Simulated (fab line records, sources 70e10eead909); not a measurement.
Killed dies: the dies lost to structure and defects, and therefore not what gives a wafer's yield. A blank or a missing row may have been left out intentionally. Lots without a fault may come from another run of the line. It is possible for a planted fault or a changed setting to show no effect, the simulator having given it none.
Which tool was responsible? | flow nand-harc | 33 wafers from 11 lots sampled at 5 of the route's 1302 steps

## WHAT THE GAUGES READ, wafer by wafer
The record holds no reading of a measuring or inspecting step that can be judged against a usual standard deviation.

## WHAT TOOL EACH LOT RAN ON (gives the tool, then ch and the chambers of the sampled wafers, and finally the start)
lot  | NHARC_A_CHANNEL_HOLE_D2_ETCH_38    | NHARC_A_CHANNEL_HOLE_D2_ETCH_22  | NHARC_A_CHANNEL_HOLE_D2_ETCH_27  | NHARC_A_CHANNEL_HOLE_D2_XSEM_32 | NHARC_A_CHANNEL_FILL_D2_ALD_15
L336 | rie-diel-09 ch 1,2,3, day 13 03:26 | har-etch-02 ch 0,1, day 13 05:23 | har-etch-02 ch 0,1, day 13 08:32 | xsem-02 ch 0, day 13 10:10      | ald-sin-batch-03 ch 0, no start
L335 | rie-diel-09 ch 0,1,2, day 13 04:51 | har-etch-02 ch 0,1, day 13 09:35 | har-etch-02 ch 0,1, day 13 12:41 | xsem-02 ch 0, day 13 14:47      | ald-sin-batch-02 ch 0, no start
L337 | rie-diel-12 ch 0,3, day 13 23:17   | har-etch-02 ch 0,1, day 14 01:14 | har-etch-02 ch 0,1, day 14 04:21 | xsem-02 ch 0, day 14 05:59      | ald-sin-batch-01 ch 0, no start
L338 | rie-diel-02 ch 1,2,3, day 14 13:29 | har-etch-02 ch 0,1, day 14 17:25 | har-etch-02 ch 0,1, day 14 20:34 | xsem-02 ch 0, day 14 22:22      | ald-sin-batch-03 ch 0, no start
L339 | rie-diel-12 ch 1,2,3, day 14 13:41 | har-etch-01 ch 0,1, day 14 21:01 | har-etch-01 ch 0,1, day 15 00:00 | xsem-01 ch 0, day 15 01:44      | ald-sin-batch-03 ch 0, no start
L341 | rie-diel-09 ch 2,3, day 15 22:34   | har-etch-01 ch 0,1, day 16 00:37 | har-etch-01 ch 0,1, day 16 03:40 | xsem-02 ch 0, day 16 05:18      | ald-sin-batch-02 ch 0, no start
L345 | rie-diel-02 ch 0,1,3, day 16 22:55 | har-etch-01 ch 0,1, day 17 00:59 | har-etch-01 ch 0,1, day 17 04:03 | xsem-01 ch 0, day 17 05:41      | ald-sin-batch-02 ch 0, no start
L350 | rie-diel-09 ch 2,3, day 19 15:36   | har-etch-02 ch 0,1, day 19 17:50 | har-etch-02 ch 0,1, day 19 20:46 | xsem-02 ch 0, day 19 22:19      | ald-sin-batch-03 ch 0, no start
L353 | rie-diel-09 ch 1,2,3, day 20 17:55 | har-etch-02 ch 0,1, day 20 21:02 | har-etch-02 ch 0,1, day 21 00:10 | xsem-02 ch 0, day 21 01:48      | ald-sin-batch-02 ch 0, no start
L357 | rie-diel-12 ch 1,2,3, day 21 20:34 | har-etch-01 ch 0,1, day 21 22:44 | har-etch-01 ch 0,1, day 22 01:43 | xsem-02 ch 0, day 22 03:18      | ald-sin-batch-02 ch 0, no start
L355 | rie-diel-12 ch 1,2,3, day 21 20:58 | har-etch-01 ch 0,1, day 22 02:48 | har-etch-01 ch 0,1, day 22 05:52 | xsem-02 ch 0, day 22 07:28      | ald-sin-batch-02 ch 0, no start
- NHARC_A_CHANNEL_HOLE_D2_ETCH_38: etches the open film in CF4, target depth 39 nm, time 65 s.
- NHARC_A_CHANNEL_HOLE_D2_ETCH_22: etches the open film in C4F8/O2/Ar, time 666.7 s, target depth 1600 nm.
- NHARC_A_CHANNEL_HOLE_D2_ETCH_27: etches the open film in C4F8/O2/Ar, time 90 s, target depth 400 nm.
- NHARC_A_CHANNEL_HOLE_D2_XSEM_32
- NHARC_A_CHANNEL_FILL_D2_ALD_15: deposits SiNx, target thk 2 nm, pulse time 60 s, ald cycles 19.

## WHAT THE TOOLS THEMSELVES READ (means of the sampled wafers that have a number; where no wafer has one, the mark that the record gives instead)
NHARC_A_CHANNEL_HOLE_D2_ETCH_38.
lot  | tool        | drypump-motor-current-A (A) | oes-product-au (a.u.) | rf-vpp-V (V) | showerhead-plenum-p-Torr (Torr) | throttle-valve-pct (%)
L336 | rie-diel-09 | 6.2                         | 0.998                 | 151.4        | 1.79                            | 13.274
L335 | rie-diel-09 | 5.9                         | 0.985                 | 151.3        | 1.77                            | 13.289
L337 | rie-diel-12 | 5.9                         | 0.992                 | 151.8        | 1.80                            | 13.278
L338 | rie-diel-02 | 5.7                         | 1.011                 | 151.4        | 1.77                            | 13.287
L339 | rie-diel-12 | 5.9                         | 1.003                 | 150.6        | 1.74                            | 13.289
L341 | rie-diel-09 | 6.2                         | 1.003                 | 151.8        | 1.78                            | 13.277
L345 | rie-diel-02 | 5.7                         | 1.004                 | 151.8        | 1.77                            | 13.273
L350 | rie-diel-09 | 6.1                         | 0.995                 | 150.8        | 1.80                            | 13.281
L353 | rie-diel-09 | 6.2                         | 0.993                 | 150.9        | 1.79                            | 13.288
L357 | rie-diel-12 | 5.9                         | 1.006                 | 150.7        | 1.74                            | 13.290
L355 | rie-diel-12 | 5.9                         | 1.011                 | 150.6        | 1.74                            | 13.282

NHARC_A_CHANNEL_HOLE_D2_ETCH_22.
lot  | tool        | c4f8-flow-sccm (sccm) | drypump-motor-current-A (A) | showerhead-plenum-p-Torr (Torr) | throttle-valve-pct (%)
L336 | har-etch-02 | 89.62                 | 5.6                         | 3.60                            | 32.149
L335 | har-etch-02 | 89.44                 | 5.5                         | 3.60                            | 32.157
L337 | har-etch-02 | 89.33                 | 5.5                         | 3.59                            | 32.148
L338 | har-etch-02 | 89.31                 | 5.6                         | 3.55                            | 32.162
L339 | har-etch-01 | 89.41                 | 6.5                         | 3.56                            | 32.155
L341 | har-etch-01 | 89.12                 | 6.5                         | 3.55                            | 32.155
L345 | har-etch-01 | 88.96                 | 6.5                         | 3.54                            | 32.157
L350 | har-etch-02 | 89.66                 | 5.6                         | 3.81                            | 32.149
L353 | har-etch-02 | 89.25                 | 5.6                         | 3.70                            | 32.157
L357 | har-etch-01 | 89.37                 | 6.5                         | 3.57                            | 32.164
L355 | har-etch-01 | 89.40                 | 6.4                         | 3.57                            | 32.146

NHARC_A_CHANNEL_HOLE_D2_ETCH_27.
lot  | tool        | c4f8-flow-sccm (sccm) | drypump-motor-current-A (A) | showerhead-plenum-p-Torr (Torr) | throttle-valve-pct (%)
L336 | har-etch-02 | 41.62                 | 5.6                         | 3.64                            | 27.620
L335 | har-etch-02 | 41.73                 | 5.5                         | 3.63                            | 27.619
L337 | har-etch-02 | 41.79                 | 5.6                         | 3.63                            | 27.624
L338 | har-etch-02 | 41.64                 | 5.6                         | 3.58                            | 27.625
L339 | har-etch-01 | 41.67                 | 6.5                         | 3.59                            | 27.619
L341 | har-etch-01 | 41.57                 | 6.5                         | 3.58                            | 27.611
L345 | har-etch-01 | 41.60                 | 6.5                         | 3.58                            | 27.615
L350 | har-etch-02 | 41.73                 | 5.6                         | 3.85                            | 27.612
L353 | har-etch-02 | 41.71                 | 5.5                         | 3.74                            | 27.617
L357 | har-etch-01 | 41.73                 | 6.5                         | 3.60                            | 27.620
L355 | har-etch-01 | 41.86                 | 6.5                         | 3.60                            | 27.617

NHARC_A_CHANNEL_HOLE_D2_XSEM_32.
lot  | tool    | bot-cd-nm (nm) | bow-nm (nm) | tilt-deg (degrees)
L336 | xsem-02 | 74.8           | 8.88        | 0.06
L335 | xsem-02 | 76.6           | 8.82        | 0.06
L337 | xsem-02 | 74.6           | 8.88        | 0.02
L338 | xsem-02 | 74.0           | 8.28        | 0.14
L339 | xsem-01 | 71.8           | 8.47        | 0.05
L341 | xsem-02 | 75.9           | 8.38        | 0.05
L345 | xsem-01 | 75.5           | 8.47        | 0.04
L350 | xsem-02 | 76.1           | 9.47        | 0.06
L353 | xsem-02 | 75.1           | 11.71       | 0.08
L357 | xsem-02 | 76.5           | 8.65        | 0.04
L355 | xsem-02 | 74.3           | 8.33        | 0.05

NHARC_A_CHANNEL_FILL_D2_ALD_15.
lot  | tool             | precursor-pulse-height-rel
L336 | ald-sin-batch-03 | 0.991
L335 | ald-sin-batch-02 | 0.991
L337 | ald-sin-batch-01 | 0.992
L338 | ald-sin-batch-03 | 0.998
L339 | ald-sin-batch-03 | 1.014
L341 | ald-sin-batch-02 | 0.996
L345 | ald-sin-batch-02 | 1.002
L350 | ald-sin-batch-03 | 1.015
L353 | ald-sin-batch-02 | 1.000
L357 | ald-sin-batch-02 | 1.006
L355 | ald-sin-batch-02 | 0.998

## THE ANSWER, worked out from the rows above alone
Rule: the usual values come from the lots themselves. The widest of any qualifying gaps counts: lots, ordered by their means at a reading, are off when they make up no more than a third of the lots, leave a main group of 4 or more, and stand apart from it by 3 or more times the standard deviation of that group's means. The tables above print the reading to a certain number of digits; a main group whose means all agree to those digits is not used. Also off: a lot with no number at a reading for which 4 or more lots have one. Where the step has rows for the other lots, those lots are counted as sound. Order of review: gauges by route order, followed by the tools' own readings, for which a lot's mean as printed above is used. At the first step where some lot is off, the reading lying furthest off is the one used; lots without a number count as furthest.
Off at NHARC_A_CHANNEL_HOLE_D2_ETCH_22 (showerhead-plenum-p-Torr): L350, L353. Main group: mean 3.57 Torr, sd 0.021.
A tool fits if, at that step or a process step before it, it ran every lot that is off, and no sound lot after the first of them. Undecided on this evidence; 2 tools fit (rie-diel-09 at NHARC_A_CHANNEL_HOLE_D2_ETCH_38, har-etch-02 at NHARC_A_CHANNEL_HOLE_D2_ETCH_22).

## WHAT THE SIMULATOR HAD PUT IN
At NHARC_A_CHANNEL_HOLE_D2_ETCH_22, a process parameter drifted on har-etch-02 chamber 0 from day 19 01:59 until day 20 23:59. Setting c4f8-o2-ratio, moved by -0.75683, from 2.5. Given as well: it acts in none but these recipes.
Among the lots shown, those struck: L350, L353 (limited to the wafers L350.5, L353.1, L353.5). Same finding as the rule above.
